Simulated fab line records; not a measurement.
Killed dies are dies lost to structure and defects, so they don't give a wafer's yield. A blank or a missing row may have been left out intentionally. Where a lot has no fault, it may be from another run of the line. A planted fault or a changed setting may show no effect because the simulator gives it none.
fab line records :: flow n5_finfet :: part 2 of 2: steps 17 to 26 of 26
record:
  lots: 5
  wafers: 15
  last_day: 15
route steps=1938 shown FIN_CUT@160 STI_FIN_REVEAL@183
lots that met no fault: taken from a fault-free run of the same line
start_h: the number of hours between the record's first day and the start of the first shown wafer of the lot :: wait_h: time in hours since the lot's previous step :: " unchanged from the row above :: L1.1+2: several wafers, shown together as one row :: - no value present, or no start provided :: * or withheld: withheld :: < > ~ a bound
route shown NAME@n: a module of which the file shows steps, and the number in the route of the first :: usual: average and standard deviation across the fault-free wafers :: same: alike in all rows :: chamber/n: place in a boat :: sites: each site's reading :: _std_site: standard deviation of those values :: _edge_site: mean of outer sites minus mean of inner sites :: radius_mm: for every site, how far away it sits from the centre of the wafer :: mask NAME#n: copy n :: behind: the tool/chamber that last shaped the wafer :: hold: reason for holding the lot/hours on hold/outcome of the hold :: device: transistor that didn't switch, given as n, p or np :: end of line: the same wafers' tests at the end of the route :: a step without rows: its recipe alone :: killed: the dies lost at the first sort to structure and to defects; this is not the yield of the wafer :: map: a wafer's dies, x killed, . not, _ none there
set.NAME: the run value of the setting; set.NAME@STEP: its run value at that earlier step :: model.NAME: the simulator's own value behind a step, which no gauge read
certain route steps with their lots: each step a table, each wafer a row
services: the hour from which a tool's chamber was out of use, counted from the record's first day as start_h (under 0 if before that day), plus the number of hours and why
== steps ==
step: N5_FIN_CUT_CUT_ETCH_15
recipe:
  chemistry: HBr/Cl2/O2
  target: Si
  target_depth_a: 1000
  bt_time_s: 10
  mask_material: SOC
  time_s: 42.4
  ion_energy_ev: *
  bias_w: *
  pressure_mtorr: 10
  icp_w: 800
  HBr_flow_sccm: 150
  Cl2_flow_sccm: 80
  O2_flow_sccm: 12
usual:
  drypump_motor_current_A: 5.7/0.6
  oes_product_au: 1.009/0.018
  rf_fwd_power_W: *
  throttle_valve_pct: 37.13/0.18
lot.wafer: L074.1
tool: rie_si-04
chamber: 0
start_h: 30.07
wait_h: 0.1
drypump_motor_current_A: 5.5
oes_product_au: 1.035
rf_fwd_power_W: *
rf_hours_counter_h: 25
throttle_valve_pct: 36.91

lot.wafer: L074.5
tool: rie_si-04
chamber: 2
start_h: 30.07
wait_h: 0.1
drypump_motor_current_A: 5.7
oes_product_au: 1.009
rf_fwd_power_W: *
rf_hours_counter_h: -
throttle_valve_pct: 37.28

lot.wafer: L074.6
tool: rie_si-04
chamber: 1
start_h: 30.07
wait_h: 0.1
drypump_motor_current_A: 6.2
oes_product_au: 1.016
rf_fwd_power_W: *
rf_hours_counter_h: -
throttle_valve_pct: 37.08

lot.wafer: L075.2
tool: rie_si-01
chamber: 1
start_h: 35.12
wait_h: 0.1
drypump_motor_current_A: 5.8
oes_product_au: 1.009
rf_fwd_power_W: *
rf_hours_counter_h: 154
throttle_valve_pct: 37.05

lot.wafer: L075.3
tool: rie_si-01
chamber: 3
start_h: 35.12
wait_h: 0.1
drypump_motor_current_A: 5.6
oes_product_au: 1.029
rf_fwd_power_W: *
rf_hours_counter_h: 118
throttle_valve_pct: 37.03

lot.wafer: L075.6
tool: rie_si-01
chamber: 1
start_h: 35.12
wait_h: 0.1
drypump_motor_current_A: 5.9
oes_product_au: 1.009
rf_fwd_power_W: *
rf_hours_counter_h: -
throttle_valve_pct: 37.03

lot.wafer: L084.3
tool: rie_si-04
chamber: 0
start_h: 88.03
wait_h: 0.0
drypump_motor_current_A: 5.5
oes_product_au: 1.033
rf_fwd_power_W: *
rf_hours_counter_h: 27
throttle_valve_pct: 36.91

lot.wafer: L084.4
tool: rie_si-04
chamber: 2
start_h: 88.03
wait_h: 0.0
drypump_motor_current_A: 5.7
oes_product_au: 1.008
rf_fwd_power_W: *
rf_hours_counter_h: 59
throttle_valve_pct: 37.27

lot.wafer: L084.5
tool: rie_si-04
chamber: 2
start_h: 88.03
wait_h: 0.0
drypump_motor_current_A: 5.7
oes_product_au: 1.001
rf_fwd_power_W: *
rf_hours_counter_h: -
throttle_valve_pct: 37.26

lot.wafer: L086.2
tool: rie_si-02
chamber: 0
start_h: 100.69
wait_h: 0.1
drypump_motor_current_A: 6.2
oes_product_au: 0.994
rf_fwd_power_W: *
rf_hours_counter_h: 169
throttle_valve_pct: 37.22

lot.wafer: L086.3
tool: rie_si-02
chamber: 2
start_h: 100.69
wait_h: 0.1
drypump_motor_current_A: 6.6
oes_product_au: 1.024
rf_fwd_power_W: *
rf_hours_counter_h: 158
throttle_valve_pct: 37.36

lot.wafer: L086.4
tool: rie_si-02
chamber: 3
start_h: 100.69
wait_h: 0.1
drypump_motor_current_A: 4.9
oes_product_au: 0.965
rf_fwd_power_W: *
rf_hours_counter_h: 108
throttle_valve_pct: 37.05

lot.wafer: L088.1
tool: rie_si-02
chamber: 0
start_h: 111.60
wait_h: 0.1
drypump_motor_current_A: 6.2
oes_product_au: 1.001
rf_fwd_power_W: *
rf_hours_counter_h: 169
throttle_valve_pct: 37.22

lot.wafer: L088.3
tool: rie_si-02
chamber: 1
start_h: 111.60
wait_h: 0.1
drypump_motor_current_A: 4.9
oes_product_au: 1.010
rf_fwd_power_W: *
rf_hours_counter_h: 5
throttle_valve_pct: 37.32

lot.wafer: L088.4
tool: rie_si-02
chamber: 2
start_h: 111.60
wait_h: 0.1
drypump_motor_current_A: 6.5
oes_product_au: 1.021
rf_fwd_power_W: *
rf_hours_counter_h: 158
throttle_valve_pct: 37.36
step: N5_FIN_CUT_CUT_ETCH_28
recipe:
  chemistry: HBr/Cl2/O2
  target: Si
  target_depth_a: 60
  mask_material: SOC
  time_s: 2.4
  ion_energy_ev: *
  bias_w: *
  pressure_mtorr: 10
  icp_w: 800
  HBr_flow_sccm: 150
  Cl2_flow_sccm: 80
  O2_flow_sccm: 12
usual:
  drypump_motor_current_A: 5.7/0.6
  oes_product_au: 1.009/0.018
  rf_fwd_power_W: *
  throttle_valve_pct: 37.13/0.18
lot.wafer: L074.1
tool: rie_si-04
chamber: 0
start_h: 30.13
wait_h: 0.0
drypump_motor_current_A: 5.5
oes_product_au: 1.034
rf_fwd_power_W: *
rf_hours_counter_h: 25
throttle_valve_pct: 36.90

lot.wafer: L074.5
tool: rie_si-04
chamber: 2
start_h: 30.13
wait_h: 0.0
drypump_motor_current_A: 5.7
oes_product_au: 1.008
rf_fwd_power_W: *
rf_hours_counter_h: -
throttle_valve_pct: 37.26

lot.wafer: L074.6
tool: rie_si-04
chamber: 1
start_h: 30.13
wait_h: 0.0
drypump_motor_current_A: 6.2
oes_product_au: 1.023
rf_fwd_power_W: *
rf_hours_counter_h: -
throttle_valve_pct: 37.08

lot.wafer: L075.2
tool: rie_si-01
chamber: 1
start_h: 35.18
wait_h: 0.0
drypump_motor_current_A: 5.8
oes_product_au: 0.994
rf_fwd_power_W: *
rf_hours_counter_h: 154
throttle_valve_pct: 37.05

lot.wafer: L075.3
tool: rie_si-01
chamber: 3
start_h: 35.18
wait_h: 0.0
drypump_motor_current_A: 5.6
oes_product_au: 1.028
rf_fwd_power_W: *
rf_hours_counter_h: 118
throttle_valve_pct: 37.01

lot.wafer: L075.6
tool: rie_si-01
chamber: 1
start_h: 35.18
wait_h: 0.0
drypump_motor_current_A: 5.9
oes_product_au: 0.992
rf_fwd_power_W: *
rf_hours_counter_h: -
throttle_valve_pct: 37.04

lot.wafer: L084.3
tool: rie_si-04
chamber: 0
start_h: 88.09
wait_h: 0.0
drypump_motor_current_A: 5.5
oes_product_au: 1.037
rf_fwd_power_W: *
rf_hours_counter_h: 27
throttle_valve_pct: 36.92

lot.wafer: L084.4
tool: rie_si-04
chamber: 2
start_h: 88.09
wait_h: 0.0
drypump_motor_current_A: 5.7
oes_product_au: 1.004
rf_fwd_power_W: *
rf_hours_counter_h: 59
throttle_valve_pct: 37.26

lot.wafer: L084.5
tool: rie_si-04
chamber: 2
start_h: 88.09
wait_h: 0.0
drypump_motor_current_A: 5.7
oes_product_au: 1.006
rf_fwd_power_W: *
rf_hours_counter_h: -
throttle_valve_pct: 37.27

lot.wafer: L086.2
tool: rie_si-02
chamber: 0
start_h: 100.75
wait_h: 0.0
drypump_motor_current_A: 6.2
oes_product_au: 0.994
rf_fwd_power_W: *
rf_hours_counter_h: 169
throttle_valve_pct: 37.20

lot.wafer: L086.3
tool: rie_si-02
chamber: 2
start_h: 100.75
wait_h: 0.0
drypump_motor_current_A: 6.6
oes_product_au: 1.031
rf_fwd_power_W: *
rf_hours_counter_h: 158
throttle_valve_pct: 37.36

lot.wafer: L086.4
tool: rie_si-02
chamber: 3
start_h: 100.75
wait_h: 0.0
drypump_motor_current_A: 4.9
oes_product_au: 0.973
rf_fwd_power_W: *
rf_hours_counter_h: 108
throttle_valve_pct: 37.05

lot.wafer: L088.1
tool: rie_si-02
chamber: 0
start_h: 111.65
wait_h: 0.0
drypump_motor_current_A: 6.2
oes_product_au: 1.004
rf_fwd_power_W: *
rf_hours_counter_h: 169
throttle_valve_pct: 37.21

lot.wafer: L088.3
tool: rie_si-02
chamber: 1
start_h: 111.65
wait_h: 0.0
drypump_motor_current_A: 4.9
oes_product_au: 1.006
rf_fwd_power_W: *
rf_hours_counter_h: 5
throttle_valve_pct: 37.30

lot.wafer: L088.4
tool: rie_si-02
chamber: 2
start_h: 111.65
wait_h: 0.0
drypump_motor_current_A: 6.5
oes_product_au: 1.028
rf_fwd_power_W: *
rf_hours_counter_h: 158
throttle_valve_pct: 37.37
step: N5_FIN_CUT_STRIP_22
recipe:
  chemistry: N2/H2
  power_w: 500
  temp_c: 40
  pressure_mtorr: 50
  rf_frequency_hz: 6e+07
  overash_fraction: 0.3
  bias_power_w: 8
  h2_frac: 0.5
  n2_flow_sccm: 300
  h2_flow_sccm: 300
usual:
  drypump_motor_current_A: 5.7/0.53
  oes_product_au: 0.81/0.092
  rf_vpp_V: 54.2/2.2
  showerhead_plenum_p_Torr: 3.42/0.1
  throttle_valve_pct: 18.73/0.22
lot.wafer: L074.1
tool: rie_diel-02
chamber: 3
start_h: 30.20
wait_h: 0.0
drypump_motor_current_A: 5.0
oes_product_au: 0.72
rf_hours_counter_h: 191
rf_vpp_V: 52.4
showerhead_plenum_p_Torr: 3.47
throttle_valve_pct: 18.68

lot.wafer: L074.5
tool: rie_diel-02
chamber: 0
start_h: 30.20
wait_h: 0.0
drypump_motor_current_A: 6.1
oes_product_au: 0.81
rf_hours_counter_h: -
rf_vpp_V: 54.7
showerhead_plenum_p_Torr: 3.53
throttle_valve_pct: 18.82

lot.wafer: L074.6
tool: rie_diel-02
chamber: 3
start_h: 30.20
wait_h: 0.0
drypump_motor_current_A: 4.9
oes_product_au: 0.72
rf_hours_counter_h: -
rf_vpp_V: 51.6
showerhead_plenum_p_Torr: 3.47
throttle_valve_pct: 18.64

lot.wafer: L075.2
tool: rie_diel-01
chamber: 0
start_h: 35.24
wait_h: 0.0
drypump_motor_current_A: 5.8
oes_product_au: 0.93
rf_hours_counter_h: 4
rf_vpp_V: 53.1
showerhead_plenum_p_Torr: 3.57
throttle_valve_pct: 18.76

lot.wafer: L075.3
tool: rie_diel-01
chamber: 2
start_h: 35.24
wait_h: 0.0
drypump_motor_current_A: 4.9
oes_product_au: 0.90
rf_hours_counter_h: 37
rf_vpp_V: 56.0
showerhead_plenum_p_Torr: 3.28
throttle_valve_pct: 18.23

lot.wafer: L075.6
tool: rie_diel-01
chamber: 2
start_h: 35.24
wait_h: 0.0
drypump_motor_current_A: 4.9
oes_product_au: 0.90
rf_hours_counter_h: -
rf_vpp_V: 56.1
showerhead_plenum_p_Torr: 3.28
throttle_valve_pct: 18.25

lot.wafer: L084.3
tool: rie_diel-03
chamber: 1
start_h: 88.15
wait_h: 0.0
drypump_motor_current_A: 6.6
oes_product_au: 0.75
rf_hours_counter_h: 169
rf_vpp_V: 51.4
showerhead_plenum_p_Torr: 3.48
throttle_valve_pct: 18.75

lot.wafer: L084.4
tool: rie_diel-03
chamber: 1
start_h: 88.15
wait_h: 0.0
drypump_motor_current_A: 6.5
oes_product_au: 0.76
rf_hours_counter_h: -
rf_vpp_V: 56.0
showerhead_plenum_p_Torr: 3.48
throttle_valve_pct: 18.72

lot.wafer: L084.5
tool: rie_diel-03
chamber: 0
start_h: 88.15
wait_h: 0.0
drypump_motor_current_A: 5.7
oes_product_au: 0.68
rf_hours_counter_h: -
rf_vpp_V: 50.7
showerhead_plenum_p_Torr: 3.31
throttle_valve_pct: 18.65

lot.wafer: L086.2
tool: rie_diel-02
chamber: 1
start_h: 100.87
wait_h: 0.1
drypump_motor_current_A: 5.8
oes_product_au: 0.71
rf_hours_counter_h: 217
rf_vpp_V: 55.6
showerhead_plenum_p_Torr: 3.32
throttle_valve_pct: 19.11

lot.wafer: L086.3
tool: rie_diel-02
chamber: 2
start_h: 100.87
wait_h: 0.1
drypump_motor_current_A: 5.1
oes_product_au: 0.83
rf_hours_counter_h: 61
rf_vpp_V: 57.4
showerhead_plenum_p_Torr: 3.27
throttle_valve_pct: 18.73

lot.wafer: L086.4
tool: rie_diel-02
chamber: 3
start_h: 100.87
wait_h: 0.1
drypump_motor_current_A: 4.9
oes_product_au: 0.72
rf_hours_counter_h: 210
rf_vpp_V: 52.8
showerhead_plenum_p_Torr: 3.46
throttle_valve_pct: 18.73

lot.wafer: L088.1
tool: rie_diel-01
chamber: 2
start_h: 111.72
wait_h: 0.0
drypump_motor_current_A: 4.9
oes_product_au: 0.86
rf_hours_counter_h: 58
rf_vpp_V: 52.7
showerhead_plenum_p_Torr: 3.27
throttle_valve_pct: 18.22

lot.wafer: L088.3
tool: rie_diel-01
chamber: 0
start_h: 111.72
wait_h: 0.0
drypump_motor_current_A: 5.8
oes_product_au: 0.87
rf_hours_counter_h: 27
rf_vpp_V: 56.7
showerhead_plenum_p_Torr: 3.56
throttle_valve_pct: 18.73

lot.wafer: L088.4
tool: rie_diel-01
chamber: 3
start_h: 111.72
wait_h: 0.0
drypump_motor_current_A: 5.5
oes_product_au: 0.92
rf_hours_counter_h: 19
rf_vpp_V: 54.0
showerhead_plenum_p_Torr: 3.42
throttle_valve_pct: 18.60
step: N5_FIN_CUT_PRECLEAN_36
recipe:
  chemistry: O3/DIW
  time_s: 60
  temp_c: 22
  o3_ppm: 10
lot.wafer: L074.1+5+6
tool: wet_bench-04
chamber: 5,3,7
start_h: 30.26
wait_h: -

lot.wafer: L075.2+3+6
tool: wet_bench-02
chamber: 4,1,6
start_h: 35.31
wait_h: -

lot.wafer: L084.3+4+5
tool: wet_bench-02
chamber: 0,1,7
start_h: 88.22
wait_h: -

lot.wafer: L086.2+3+4
tool: wet_bench-02
chamber: 3,0,2
start_h: 100.94
wait_h: -

lot.wafer: L088.1+3+4
tool: wet_bench-01
chamber: 2,4,3
start_h: 111.79
wait_h: -
step: N5_FIN_CUT_SRD_32
recipe:
  dry: ipa_marangoni
  time_s: 30
  temp_c: 23
  rinse_liquid: diw
lot.wafer: L074.1+5+6
tool: wet_bench-04
chamber: 5,3,7
start_h: 30.28
wait_h: 0.0

lot.wafer: L075.2+3+6
tool: wet_bench-02
chamber: 4,1,6
start_h: 35.33
wait_h: 0.0

lot.wafer: L084.3+4+5
tool: wet_bench-02
chamber: 0,1,7
start_h: 88.24
wait_h: 0.0

lot.wafer: L086.2+3+4
tool: wet_bench-02
chamber: 3,0,2
start_h: 100.98
wait_h: 0.0

lot.wafer: L088.1+3+4
tool: wet_bench-01
chamber: 2,4,3
start_h: 111.81
wait_h: 0.0
step: N5_FIN_CUT_UV_OZONE_34
recipe:
  time_s: 120
  pressure_torr: 760
  temp_c: 25
lot.wafer: L074.1+5+6
tool: wet_bench-04
chamber: 5,3,7
start_h: 30.30
wait_h: 0.0

lot.wafer: L075.2+3+6
tool: wet_bench-02
chamber: 4,1,6
start_h: 35.35
wait_h: 0.0

lot.wafer: L084.3+4+5
tool: wet_bench-02
chamber: 0,1,7
start_h: 88.26
wait_h: 0.0

lot.wafer: L086.2+3+4
tool: wet_bench-02
chamber: 3,0,2
start_h: 101.01
wait_h: 0.0

lot.wafer: L088.1+3+4
tool: wet_bench-01
chamber: 2,4,3
start_h: 111.82
wait_h: 0.0
step: N5_FIN_CUT_INSPECT_17
recipe:
  inspect_instrument: brightfield
  mode: aei
usual:
  raw_defect_count: 228/69
lot.wafer: L074.1
tool: defect_inspect-01
chamber: -
start_h: 30.36
wait_h: 0.0
raw_defect_count: 205

lot.wafer: L074.5
tool: defect_inspect-01
chamber: -
start_h: 30.36
wait_h: 0.0
raw_defect_count: 269

lot.wafer: L074.6
tool: defect_inspect-01
chamber: -
start_h: 30.36
wait_h: 0.0
raw_defect_count: 188

lot.wafer: L075.2
tool: defect_inspect-01
chamber: -
start_h: 35.40
wait_h: 0.0
raw_defect_count: 275

lot.wafer: L075.3
tool: defect_inspect-01
chamber: -
start_h: 35.40
wait_h: 0.0
raw_defect_count: 253

lot.wafer: L075.6
tool: defect_inspect-01
chamber: -
start_h: 35.40
wait_h: 0.0
raw_defect_count: 238

lot.wafer: L084.3
tool: defect_inspect-01
chamber: -
start_h: 88.31
wait_h: 0.0
raw_defect_count: 217

lot.wafer: L084.4
tool: defect_inspect-01
chamber: -
start_h: 88.31
wait_h: 0.0
raw_defect_count: 212

lot.wafer: L084.5
tool: defect_inspect-01
chamber: -
start_h: 88.31
wait_h: 0.0
raw_defect_count: 184

lot.wafer: L086.2
tool: defect_inspect-01
chamber: -
start_h: 101.10
wait_h: 0.0
raw_defect_count: 228

lot.wafer: L086.3
tool: defect_inspect-01
chamber: -
start_h: 101.10
wait_h: 0.0
raw_defect_count: 259

lot.wafer: L086.4
tool: defect_inspect-01
chamber: -
start_h: 101.10
wait_h: 0.0
raw_defect_count: 180

lot.wafer: L088.1
tool: defect_inspect-01
chamber: -
start_h: 111.88
wait_h: 0.0
raw_defect_count: 240

lot.wafer: L088.3
tool: defect_inspect-01
chamber: -
start_h: 111.88
wait_h: 0.0
raw_defect_count: 170

lot.wafer: L088.4
tool: defect_inspect-01
chamber: -
start_h: 111.88
wait_h: 0.0
raw_defect_count: 232
step: N5_STI_FIN_REVEAL_ALD_00
recipe:
  material: SiO2
  target_thk_a: 10
  temp_c: 300
  ald_precursor_family: BDEAS
  ald_co_reactant: O2-plasma
  pulse_time_s: 1
  pressure_torr: 2
usual:
  heater_power_w: 472/47
  precursor_pulse_height_rel: 0.999/0.021
lot.wafer: L074.1
tool: ald_sin-01
chamber: 3
start_h: 31.36
wait_h: 1.0
heater_power_w: 540
precursor_pulse_height_rel: 1.023

lot.wafer: L074.5
tool: ald_sin-01
chamber: 0
start_h: 31.36
wait_h: 1.0
heater_power_w: 464
precursor_pulse_height_rel: 1.009

lot.wafer: L074.6
tool: ald_sin-01
chamber: 1
start_h: 31.36
wait_h: 1.0
heater_power_w: 426
precursor_pulse_height_rel: 1.005

lot.wafer: L075.2
tool: ald_sin-04
chamber: 3
start_h: 35.49
wait_h: 0.1
heater_power_w: 417
precursor_pulse_height_rel: 1.006

lot.wafer: L075.3
tool: ald_sin-04
chamber: 1
start_h: 35.49
wait_h: 0.1
heater_power_w: 529
precursor_pulse_height_rel: 0.973

lot.wafer: L075.6
tool: ald_sin-04
chamber: 0
start_h: 35.49
wait_h: 0.1
heater_power_w: 492
precursor_pulse_height_rel: 1.011

lot.wafer: L084.3
tool: ald_sin-01
chamber: 0
start_h: 89.18
wait_h: 0.9
heater_power_w: 457
precursor_pulse_height_rel: 1.034

lot.wafer: L084.4
tool: ald_sin-01
chamber: 2
start_h: 89.18
wait_h: 0.9
heater_power_w: 525
precursor_pulse_height_rel: 0.984

lot.wafer: L084.5
tool: ald_sin-01
chamber: 0
start_h: 89.18
wait_h: 0.9
heater_power_w: 458
precursor_pulse_height_rel: 1.029

lot.wafer: L086.2
tool: ald_sin-04
chamber: 3
start_h: 101.17
wait_h: 0.1
heater_power_w: 419
precursor_pulse_height_rel: 0.967

lot.wafer: L086.3
tool: ald_sin-04
chamber: 1
start_h: 101.17
wait_h: 0.1
heater_power_w: 523
precursor_pulse_height_rel: 0.995

lot.wafer: L086.4
tool: ald_sin-04
chamber: 2
start_h: 101.17
wait_h: 0.1
heater_power_w: 493
precursor_pulse_height_rel: 0.984

lot.wafer: L088.1
tool: ald_sin-03
chamber: 0
start_h: 111.92
wait_h: 0.0
heater_power_w: 477
precursor_pulse_height_rel: 1.004

lot.wafer: L088.3
tool: ald_sin-03
chamber: 2
start_h: 111.92
wait_h: 0.0
heater_power_w: 373
precursor_pulse_height_rel: 0.968

lot.wafer: L088.4
tool: ald_sin-03
chamber: 0
start_h: 111.92
wait_h: 0.0
heater_power_w: 474
precursor_pulse_height_rel: 1.027
step: N5_STI_FIN_REVEAL_ALD_14
recipe:
  material: Si3N4
  target_thk_a: 30
  temp_c: 400
  ald_precursor_family: SiH2I2
  ald_co_reactant: N2/H2-plasma
  pressure_torr: 2
usual:
  heater_power_w: 844/83
lot.wafer: L074.1
tool: ald_sin-01
chamber: 3
start_h: 31.41
wait_h: 0.0
heater_power_w: 962

lot.wafer: L074.5
tool: ald_sin-01
chamber: 0
start_h: 31.41
wait_h: 0.0
heater_power_w: 833

lot.wafer: L074.6
tool: ald_sin-01
chamber: 1
start_h: 31.41
wait_h: 0.0
heater_power_w: 764

lot.wafer: L075.2
tool: ald_sin-04
chamber: 3
start_h: 35.54
wait_h: 0.0
heater_power_w: 735

lot.wafer: L075.3
tool: ald_sin-04
chamber: 1
start_h: 35.54
wait_h: 0.0
heater_power_w: 939

lot.wafer: L075.6
tool: ald_sin-04
chamber: 0
start_h: 35.54
wait_h: 0.0
heater_power_w: 874

lot.wafer: L084.3
tool: ald_sin-01
chamber: 0
start_h: 89.23
wait_h: 0.0
heater_power_w: 811

lot.wafer: L084.4
tool: ald_sin-01
chamber: 2
start_h: 89.23
wait_h: 0.0
heater_power_w: 902

lot.wafer: L084.5
tool: ald_sin-01
chamber: 0
start_h: 89.23
wait_h: 0.0
heater_power_w: 834

lot.wafer: L086.2
tool: ald_sin-04
chamber: 3
start_h: 101.22
wait_h: 0.0
heater_power_w: 738

lot.wafer: L086.3
tool: ald_sin-04
chamber: 1
start_h: 101.22
wait_h: 0.0
heater_power_w: 949

lot.wafer: L086.4
tool: ald_sin-04
chamber: 2
start_h: 101.22
wait_h: 0.0
heater_power_w: 867

lot.wafer: L088.1
tool: ald_sin-03
chamber: 0
start_h: 111.97
wait_h: 0.0
heater_power_w: 827

lot.wafer: L088.3
tool: ald_sin-03
chamber: 2
start_h: 111.97
wait_h: 0.0
heater_power_w: 680

lot.wafer: L088.4
tool: ald_sin-03
chamber: 0
start_h: 111.97
wait_h: 0.0
heater_power_w: 867
step: N5_STI_FIN_REVEAL_FCVD_FILL_01
recipe:
  material: SiO2_flowable
  target_thk_a: 3120
  temp_c: 100
  pressure_torr: 0.8
  rf_w: 2000
  time_s: 512.2
usual:
  rf_fwd_power_W: 1997/5.5
lot.wafer: L074.1
tool: fcvd-02
chamber: 0
start_h: 31.65
wait_h: 0.1
rf_fwd_power_W: 1989

lot.wafer: L074.5
tool: fcvd-02
chamber: 0
start_h: 31.65
wait_h: 0.1
rf_fwd_power_W: 1993

lot.wafer: L074.6
tool: fcvd-02
chamber: 1
start_h: 31.65
wait_h: 0.1
rf_fwd_power_W: 2005

lot.wafer: L075.2
tool: fcvd-02
chamber: 1
start_h: 35.97
wait_h: 0.3
rf_fwd_power_W: 1999

lot.wafer: L075.3
tool: fcvd-02
chamber: 1
start_h: 35.97
wait_h: 0.3
rf_fwd_power_W: 1996

lot.wafer: L075.6
tool: fcvd-02
chamber: 1
start_h: 35.97
wait_h: 0.3
rf_fwd_power_W: 1994

lot.wafer: L084.3
tool: fcvd-01
chamber: 1
start_h: 89.67
wait_h: 0.3
rf_fwd_power_W: 1991

lot.wafer: L084.4
tool: fcvd-01
chamber: 0
start_h: 89.67
wait_h: 0.3
rf_fwd_power_W: 2002

lot.wafer: L084.5
tool: fcvd-01
chamber: 0
start_h: 89.67
wait_h: 0.3
rf_fwd_power_W: 2001

lot.wafer: L086.2
tool: fcvd-01
chamber: 1
start_h: 101.45
wait_h: 0.1
rf_fwd_power_W: 2004

lot.wafer: L086.3
tool: fcvd-01
chamber: 1
start_h: 101.45
wait_h: 0.1
rf_fwd_power_W: 1997

lot.wafer: L086.4
tool: fcvd-01
chamber: 0
start_h: 101.45
wait_h: 0.1
rf_fwd_power_W: 2000

lot.wafer: L088.1
tool: fcvd-01
chamber: 0
start_h: 112.21
wait_h: 0.1
rf_fwd_power_W: 2002

lot.wafer: L088.3
tool: fcvd-01
chamber: 1
start_h: 112.21
wait_h: 0.1
rf_fwd_power_W: 1992

lot.wafer: L088.4
tool: fcvd-01
chamber: 0
start_h: 112.21
wait_h: 0.1
rf_fwd_power_W: 1997
== services ==
tool: rie_diel-01
chamber: 0
start_h: 9.85
hours: -
kind: clean

tool: rie_diel-01
chamber: 0
start_h: 9.85
hours: -
kind: consumable_replace:focus_ring

tool: rie_diel-01
chamber: 0
start_h: 9.85
hours: -
kind: consumable_replace:showerhead

tool: rie_diel-01
chamber: 0
start_h: 9.85
hours: 13.2
kind: scheduled_down

tool: rie_diel-02
chamber: 3
start_h: 16.09
hours: 6.7
kind: repair

tool: ald_sin-01
chamber: -
start_h: 16.54
hours: 0.6
kind: repair

tool: euv_scanner-01
chamber: -
start_h: 19.32
hours: 0.4
kind: repair

tool: euv_scanner-01
chamber: -
start_h: 20.63
hours: 0.1
kind: repair

tool: euv_scanner-02
chamber: -
start_h: 23.04
hours: 1.1
kind: repair

tool: euv_scanner-02
chamber: -
start_h: 29.07
hours: 1.0
kind: pm

tool: rie_si-04
chamber: 3
start_h: 41.10
hours: 3.7
kind: repair

tool: euv_scanner-02
chamber: -
start_h: 41.38
hours: 3.6
kind: repair

tool: fcvd-02
chamber: -
start_h: 42.59
hours: 7.9
kind: repair

tool: euv_scanner-01
chamber: -
start_h: 53.18
hours: 1.0
kind: pm

tool: rie_si-01
chamber: -
start_h: 59.69
hours: 1.5
kind: repair

tool: euv_scanner-01
chamber: -
start_h: 64.20
hours: 4.6
kind: pm

tool: euv_scanner-02
chamber: -
start_h: 68.80
hours: 4.6
kind: pm

tool: rie_diel-03
chamber: 2
start_h: 73.19
hours: 12.5
kind: repair

tool: euv_scanner-02
chamber: -
start_h: 85.22
hours: 1.0
kind: pm

tool: ald_sin-03
chamber: -
start_h: 85.66
hours: 14.0
kind: pm

tool: ald_sin-01
chamber: 3
start_h: 88.34
hours: 2.6
kind: repair

tool: rie_diel-02
chamber: 3
start_h: 88.48
hours: 5.4
kind: repair

tool: rie_si-02
chamber: 2
start_h: 101.70
hours: 3.4
kind: repair

tool: euv_scanner-01
chamber: -
start_h: 109.33
hours: 1.0
kind: pm
